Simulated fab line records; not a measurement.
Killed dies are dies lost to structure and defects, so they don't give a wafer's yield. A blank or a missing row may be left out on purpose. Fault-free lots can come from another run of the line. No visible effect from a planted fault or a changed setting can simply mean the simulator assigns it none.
Lot-split experiment ; flow n5_finfet ; 21 wafers read from 7 lots, route of 1938 steps

== ABOUT THE SPLIT ==
At N5_SD_EPI_P_PEB_07 (peb time 60 s), the setting peb_time_s was moved away from the recipe's 60 s on 4 of the 21 wafers read, by -9.3% to +18.1%. This setting was run at the recipe's value on the other wafers.

== FROM THE SPLIT TO THE READING: what the file shows between them, 1 step ==
- N5_SD_EPI_P_DEVELOP_08: develop time 30 s

== THE READING ==
At N5_SD_EPI_P_CD_MEAS_09: cd_nm in nanometres, against a target cd of 240 nm. Typical for fault-free wafers on this fab line: 239.6 nm, with standard deviation 1 nm.

wafer;tool, chamber at the split;peb_time_s as run, s;against the recipe;cd_nm, nm;against lot-mates on the recipe
L074.1;litho_track-04, 0;60;recipe;240.2;-
L074.2;litho_track-04, 0;60;recipe;238.6;-
L074.5;litho_track-04, 0;60;recipe;239.6;-
L078.1;litho_track-04, 0;60;recipe;238.4;-
L078.3;litho_track-04, 0;60;recipe;238.9;-
L078.6;litho_track-04, 0;60;recipe;236.9;-
L080.1;litho_track-03, 0;60;recipe;239.7;-
L080.4;litho_track-03, 0;69.04;+15.1%;243.5;+3.8
L080.5;litho_track-03, 0;69.04;+15.1%;244.0;+4.3
L083.3;litho_track-01, 0;60;recipe;238.3;-
L083.5;litho_track-01, 0;60;recipe;240.2;-
L083.6;litho_track-01, 0;60;recipe;240.1;-
L085.1;litho_track-04, 0;60;recipe;239.1;-
L085.5;litho_track-04, 0;60;recipe;238.0;-
L085.6;litho_track-04, 0;60;recipe;238.8;-
L088.2;litho_track-04, 0;70.89;+18.1%;244.1;+6.3
L088.5;litho_track-04, 0;60;recipe;236.6;-
L088.6;litho_track-04, 0;60;recipe;238.9;-
L097.1;litho_track-04, 0;60;recipe;239.2;-
L097.2;litho_track-04, 0;60;recipe;240.2;-
L097.6;litho_track-04, 0;54.44;-9.3%;237.2;-2.5

THE FIT
A straight line over all 21 wafers: cd_nm changes by +0.29 nm for each +1% of peb_time_s; r = +0.88; the points scatter about the line by 1 nm.
The same after taking each lot's own level away (the mean of its wafers on the recipe; 21 wafers): +0.299 nm for each +1%; r = +0.93; scatter 0.76 nm.
The reading moves by 5.4 nm for the largest change in peb_time_s, on that fit.
Measured against the standard deviation above, the lots' own levels, which go from 237.75 to 239.70 nm, span 1.9 times it.
Consequently the slope shifts little with the lot-to-lot level, the two slopes agreeing.
Check: with one of the wafers moved furthest among these (+18.1%) left out of the fit, the line predicts +4.88 nm for it against its lot-mates. Against them it came out at +6.35 nm.

== OTHER SPLITS APPLIED TO THESE WAFERS ==
Before the reading, these wafers also passed through other splits. Each is held against what the fit with the lots' levels taken away leaves over:
other split on the same wafers;wafers away from the commonest value;r with cd_nm (lot level and that fit taken away)
N5_PMOS_HMC_CHANNEL_EPI_PEB_07 peb_temp_c;6;+0.05
N5_PMOS_HMC_CHANNEL_EPI_DEVELOP_08 develop_time_s;7;+0.07
N5_FIN_SAQP_PEB_14 peb_time_s;8;-0.33
N5_DUMMY_GATE_CVD_03 temp_c;9;+0.03
N5_DUMMY_GATE_COAT_28 spin_rpm;5;-0.20

== THE WHOLE CHAIN: every reading that the file lists as answering this split, in the file's order ==
step;what it does;reading;change (the file's fit);r (the file's)
N5_SD_EPI_P_CD_MEAS_09;target cd 240 nm;cd_nm;+0.312 nm for each +1% of the setting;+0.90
N5_SD_EPI_P_DESCUM_14;chemistry O2, time 7.9 s;SD_EPI_P.cd_nm (the simulator's own value, which no gauge read);+0.306 nm for each +1% of the setting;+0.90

== THE FILE'S OWN FIT ==
cd_nm changes by +0.312 nm for each +1% of peb_time_s, r = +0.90.
